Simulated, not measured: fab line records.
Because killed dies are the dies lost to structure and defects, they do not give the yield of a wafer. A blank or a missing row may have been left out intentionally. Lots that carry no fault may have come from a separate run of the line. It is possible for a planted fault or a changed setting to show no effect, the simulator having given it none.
8D (eight disciplines) problem report, filled in by code || flow nand-harc || the parts of the form that need people (team, actions taken, sign-off) are left out

## 1. THE PROBLEM
Mean of raw-defect-count at NHARC_P_CONTACT_INSPECT_27: 2408 across 6 wafers in 2 lots; on wafers with no fault it is 296 (standard deviation 110). Relative to the usual mean, that is a shift of +19 standard deviations.
The first sign was on wafer L967.3 at day 8 06:11, on defect-inspect-01. The record has a number at this step for 42 wafers belonging to 14 lots. By rule, "out" or "out of limits" means more than 4 standard deviations away from the usual mean. The rest of the wafers with a number are treated as sound.

## 2. WHAT THIS IS AND IS NOT
{"question": "which readings at this step", "is": "raw-defect-count", "is not": "-"}
{"question": "which lots", "is": "L967, L969", "is not": "L959, L962, L963, L964, L965, L966, L968, L971, L975, L979, L980, L981"}
{"question": "which wafers of those lots", "is": "all that have a number", "is not": "-"}
{"question": "read on which gauges", "is": "defect-inspect-01, defect-inspect-02", "is not": "-"}
{"question": "when", "is": "from day 8 06:11", "is not": "up to then (21 sound wafers); but 15 sound wafers of L971, L975, L979, L980, L981 came after"}

## 3. SUSPECTS, AND WHAT RULES EACH OUT
Counting: a tool stays on the suspect list if, at a process step up to the reading, it processed all lots that are out and no sound lot following the first of them.
- the gauge at NHARC_P_CONTACT_INSPECT_27: ruled out. The wafers that are out were read on 2 gauges (defect-inspect-01, defect-inspect-02).
- cmp-03 at NHARC_P_CONTACT_CMP_24 (polishes, t overpolish 30 s, target thk 200 nm): ruled out as a lasting fault. After its first lot that is out, L967 (day 8 05:47), sound lots L971, L975, L980, L981 ran on it.
Left after counting: nothing in the record.

## 4. THE CAUSE (what the simulator had put in)
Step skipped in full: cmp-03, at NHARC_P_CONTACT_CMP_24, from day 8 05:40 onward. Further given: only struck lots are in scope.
It was ruled out by counting, in error; the rule expects a fault to strike all lots run on its tool from its start on, and this fault did not.

## 5. SEQUENCE OF EFFECTS, ordered by route
Each row: a reading where the mean over the struck wafers with a number is more than 3 standard deviations away from the usual. Readings are gone through only where the record gives a usual standard deviation; hours: the median, over the lots, of the time from a lot's start at the first step in this table giving one to that lot's start at this step; sigmas: the change measured in usual standard deviations.
{"hours": 0, "step": "NHARC_P_CONTACT_INSPECT_27", "reading": "raw-defect-count", "usual": 296, "on struck wafers": 2408, "change": "+2112", "sigmas": "+19"}
Readings that are blank on the struck wafers while sound wafers have them: edge-zone-pressure-frac at NHARC_P_CONTACT_CMP_24; motor-current-A at NHARC_P_CONTACT_CMP_24; overpolish-run-s at NHARC_P_CONTACT_CMP_24; slurry-flow-ml-min at NHARC_P_CONTACT_CMP_24; time-to-endpoint-s at NHARC_P_CONTACT_CMP_24.

## 6. HOW IT WOULD HAVE BEEN CAUGHT EARLIER
In this record the first reading out of limits at a measuring or inspecting step was taken at day 8 06:11, 1 hour after the fault began at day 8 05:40.
At NHARC_P_CONTACT_CMP_24 the tool's readings are blank on the struck wafers, where sound wafers have them: an empty tool record is the first sign, and it was there at once.
